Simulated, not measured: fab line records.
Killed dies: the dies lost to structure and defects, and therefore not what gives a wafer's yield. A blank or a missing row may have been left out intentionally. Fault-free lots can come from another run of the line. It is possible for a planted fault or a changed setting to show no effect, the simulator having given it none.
The tool behind it: which one? -- flow nandHarc -- 12 lots, 36 wafers sampled, at 6 steps of a route of 1302

== WHAT THE GAUGES SHOWED, per wafer ==
NHARC_A_BLC_OVL_MEAS_11. Usual: overlayXNm -0.2 nm, standard deviation 0.8; overlayYNm -0.3 nm, standard deviation 0.83.
lot,measured,on,overlayXNm (nm),overlayYNm (nm),flag
L108,day 23 01:08,overlay-02,-0.8 -1.2 -1.2,-1.1 -0.9 -1.1,
L109,day 23 03:40,overlay-01,-0.8 -0.8 -0.6,-0.4 -0.9 -0.8,
L112,day 23 14:43,overlay-01,-0.6 -0.6 -1.3,0.6 0.2 0.9,
L110,day 23 17:01,overlay-01,-1.3 -1.0 -1.1,-0.3 -0.3 -0.1,
L113,day 25 08:59,overlay-01,-0.1 -0.1 0.1,0.1 0.3 0.6,
L116,day 26 07:41,overlay-02,1.4 1.6 1.4,1.2 1.2 1.1,
L123,day 28 20:18,overlay-01,1.1 0.5 0.9,-1.1 -0.6 -0.7,
L124,day 29 17:36,overlay-01,-0.2 -0.6 -0.3,-0.8 -0.5 0.0,
L126,day 29 19:21,overlay-02,-0.1 0.3 0.4,-0.1 -0.2 -0.2,
L129,day 31 04:28,overlay-02,1.1 1.8 1.0,0.3 0.8 0.6,
L128,day 31 06:30,overlay-02,0.4 0.7 0.4,-1.3 -0.5 -1.2,
L131,day 31 19:31,overlay-01,-0.4 -0.1 -1.2,-1.2 -0.8 -1.0,

NHARC_A_M0_CD_MEAS_09 targets a cd of 80 nm. Usual: cdNm reads 80.1 nm (standard deviation 0.57).
lot,measured,on,cdNm (nm),flag
L108,day 23 05:05,cdSem-02,81.1 80.1 79.5,
L109,day 23 07:29,cdSem-02,80.9 80.5 80.4,
L112,day 23 18:39,cdSem-01,79.9 79.8 78.9,
L110,day 23 20:58,cdSem-02,80.2 81.2 80.7,
L113,day 25 12:50,cdSem-02,79.2 80.8 79.8,
L116,day 26 11:41,cdSem-03,80.1 79.0 80.8,
L123,day 29 00:07,cdSem-02,89.9 89.7 90.0,OFF
L124,day 29 21:26,cdSem-02,87.6 87.9 87.7,OFF
L126,day 29 23:12,cdSem-02,85.7 85.6 85.1,OFF
L129,day 31 08:25,cdSem-01,81.1 81.0 80.6,
L128,day 31 10:47,cdSem-02,80.7 80.2 81.1,
L131,day 31 23:28,cdSem-03,80.1 79.5 79.6,

NHARC_A_M0_CD_MEAS_16. Usual: cdNm reads 79.8 nm (standard deviation 0.67).
lot,measured,on,cdNm (nm),flag
L108,day 23 05:34,cdSem-02,80.9 79.4 79.7,
L109,day 23 07:58,cdSem-01,80.0 79.1 79.9,
L112,day 23 19:11,cdSem-01,79.9 79.9 79.4,
L110,day 23 21:27,cdSem-01,80.1 81.2 81.1,
L113,day 25 13:19,cdSem-01,79.2 80.7 79.4,
L116,day 26 12:11,cdSem-03,79.6 78.9 79.7,
L123,day 29 00:39,cdSem-03,89.1 88.5 89.9,OFF
L124,day 29 21:55,cdSem-03,87.7 86.8 87.2,OFF
L126,day 29 23:41,cdSem-01,86.5 85.9 85.6,OFF
L129,day 31 08:55,cdSem-03,80.5 81.3 81.6,
L128,day 31 11:16,cdSem-02,79.9 80.2 80.0,
L131,day 31 23:58,cdSem-03,80.6 79.8 79.9,

== WHAT TOOL EACH LOT RAN ON (gives the tool, then ch and the chambers of the sampled wafers, and finally the start) ==
lot,NHARC_A_CONTACT_CVD_19,NHARC_A_BLC_DESCUM_15,NHARC_A_M0_EXPOSE_06
L108,"cvdW-01 ch 0,1, day 23 01:08 or earlier","rieDiel-08 ch 1,3, day 23 01:14","arfiScanner-03 ch 0, day 23 04:56"
L109,"cvdW-01 ch 0,1, day 23 03:40 or earlier","rieDiel-09 ch 2,3, day 23 03:46","arfiScanner-03 ch 0, day 23 07:21"
L112,"cvdW-01 ch 0,1, day 23 14:43 or earlier","rieDiel-06 ch 0,1,2, day 23 14:49","arfiScanner-02 ch 0, day 23 18:31"
L110,"cvdW-02 ch 0,1, day 23 17:01 or earlier","rieDiel-06 ch 0,2,3, day 23 17:07","arfiScanner-01 ch 0, day 23 20:50"
L113,"cvdW-01 ch 0,1, day 25 08:59 or earlier","rieDiel-08 ch 0,1,2, day 25 09:06","arfiScanner-01 ch 0, day 25 12:42"
L116,"cvdW-02 ch 0, day 26 07:41 or earlier","rieDiel-08 ch 0,1,2, day 26 07:47","arfiScanner-01 ch 0, day 26 11:33"
L123,"cvdW-02 ch 0,1, day 28 20:18 or earlier","rieDiel-08 ch 0,2,3, day 28 20:25","arfiScanner-03 ch 0, day 28 23:59"
L124,"cvdW-02 ch 0,1, day 29 17:36 or earlier","rieDiel-09 ch 0,1, day 29 17:42","arfiScanner-03 ch 0, day 29 21:17"
L126,"cvdW-01 ch 0,1, day 29 19:21 or earlier","rieDiel-08 ch 0,1,2, day 29 19:27","arfiScanner-03 ch 0, day 29 23:04"
L129,"cvdW-01 ch 0,1, day 31 04:28 or earlier","rieDiel-06 ch 1,3, day 31 04:35","arfiScanner-01 ch 0, day 31 08:17"
L128,"cvdW-02 ch 0, day 31 06:30 or earlier","rieDiel-06 ch 1,2,3, day 31 06:37","arfiScanner-01 ch 0, day 31 10:38"
L131,"cvdW-02 ch 0,1, day 31 19:31 or earlier","rieDiel-06 ch 1,3, day 31 19:37","arfiScanner-01 ch 0, day 31 23:20"
- NHARC_A_CONTACT_CVD_19: deposits W, target thk 300 nm, time 802 s.
- NHARC_A_BLC_DESCUM_15: chemistry O2, time 3 s.
- NHARC_A_M0_EXPOSE_06: exposes mask A M0, target cd 80 nm.

== AS READ BY THE TOOLS THEMSELVES (means over the sampled wafers that have a number; for cases with no such wafer, the mark the record gives instead) ==
NHARC_A_CONTACT_CVD_19. Usual: heaterPowerW 441 W, standard deviation 26; throttleValvePct 8.22 %, standard deviation 0.27.
lot,tool,heaterPowerW (W),throttleValvePct (%),flag
L108,cvdW-01,436,8.55,
L109,cvdW-01,444,8.46,
L112,cvdW-01,430,8.38,
L110,cvdW-02,409,8.17,
L113,cvdW-01,447,8.38,
L116,cvdW-02,428,8.33,
L123,cvdW-02,441,7.91,
L124,cvdW-02,417,7.90,
L126,cvdW-01,449,8.50,
L129,cvdW-01,449,8.48,
L128,cvdW-02,460,8.08,
L131,cvdW-02,445,7.94,

NHARC_A_BLC_DESCUM_15. Usual: drypumpMotorCurrentA 5.9 A, standard deviation 0.61; oesProductAu 1.000 a.u., standard deviation 0.0093; rfVppV 57.6 V, standard deviation 0.85; showerheadPlenumPTorr 1.84 Torr, standard deviation 0.054; throttleValvePct 11.312 %, standard deviation 0.0096.
lot,tool,drypumpMotorCurrentA (A),oesProductAu (a.u.),rfVppV (V),showerheadPlenumPTorr (Torr),throttleValvePct (%),flag
L108,rieDiel-08,6.2,0.987,57.8,1.88,11.304,
L109,rieDiel-09,5.3,0.992,57.7,1.88,11.308,
L112,rieDiel-06,6.4,1.008,57.7,1.83,11.315,
L110,rieDiel-06,5.9,0.999,58.1,1.83,11.311,
L113,rieDiel-08,5.8,0.989,57.4,1.85,11.312,
L116,rieDiel-08,5.8,0.999,57.3,1.85,11.315,
L123,rieDiel-08,5.6,0.999,58.8,1.90,11.316,
L124,rieDiel-09,5.5,1.006,58.5,1.89,11.297,
L126,rieDiel-08,5.8,1.001,57.6,1.85,11.305,
L129,rieDiel-06,5.8,0.991,57.4,1.78,11.311,
L128,rieDiel-06,5.7,0.996,57.4,1.81,11.315,
L131,rieDiel-06,5.8,0.999,58.1,1.78,11.318,

NHARC_A_M0_EXPOSE_06. Usual: exposureDoseMJCm2 reads 83.25 (standard deviation 0.083).
lot,tool,exposureDoseMJCm2,flag
L108,arfiScanner-03,83.40,
L109,arfiScanner-03,83.24,
L112,arfiScanner-02,83.35,
L110,arfiScanner-01,83.26,
L113,arfiScanner-01,83.23,
L116,arfiScanner-01,83.16,
L123,arfiScanner-03,95.88,OFF
L124,arfiScanner-03,93.40,OFF
L126,arfiScanner-03,91.31,OFF
L129,arfiScanner-01,83.19,
L128,arfiScanner-01,83.21,
L131,arfiScanner-01,83.30,

== THE ANSWER, worked out from the rows above alone ==
Rule: a lot is off if the mean of its wafers that have a number lies more than 3 standard deviations from the usual mean. Also off: a lot with no number at a reading for which 4 or more lots have one. Any other lot the step has rows for is counted as sound. The gauges are gone through in route order, then the tools' own readings, and for those a lot's mean is taken as printed above. The first step at which some lot is off is used, and at that step the reading that is off furthest; a lot without a number counts as furthest.
Off: L123, L124, L126 (NHARC_A_M0_CD_MEAS_09, cdNm).
A tool fits if, at a process step before that reading, it ran every lot that is off, and no sound lot after the first of them. Not tried: the gauges at NHARC_A_M0_CD_MEAS_09; whatever is off there is also off at NHARC_A_M0_CD_MEAS_16, on other tools, and gauge error can't account for it. With no start given for some of its lots, NHARC_A_CONTACT_CVD_19 uses the hours and lot order of NHARC_A_BLC_OVL_MEAS_11. One fits: NHARC_A_M0_EXPOSE_06 on arfiScanner-03. A fault onset in the window from L109 (day 23 07:21, its last sound lot) to L123 (day 28 23:59, its first lot off) fits.
The tool's own readings at NHARC_A_M0_EXPOSE_06 bear it out: on the lots that are off they differ by more than 5 times the standard deviation of the sound lots' means. exposureDoseMJCm2 reads 93.53 there against 83.26 on the sound lots.

== WHAT THE SIMULATOR PUT IN ==
Process parameter drift: arfiScanner-03, from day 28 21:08 on, at NHARC_A_M0_EXPOSE_06. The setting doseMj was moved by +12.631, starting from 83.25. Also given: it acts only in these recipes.
Shown lots that were struck: L123, L124, L126. The same result came from the rule above.
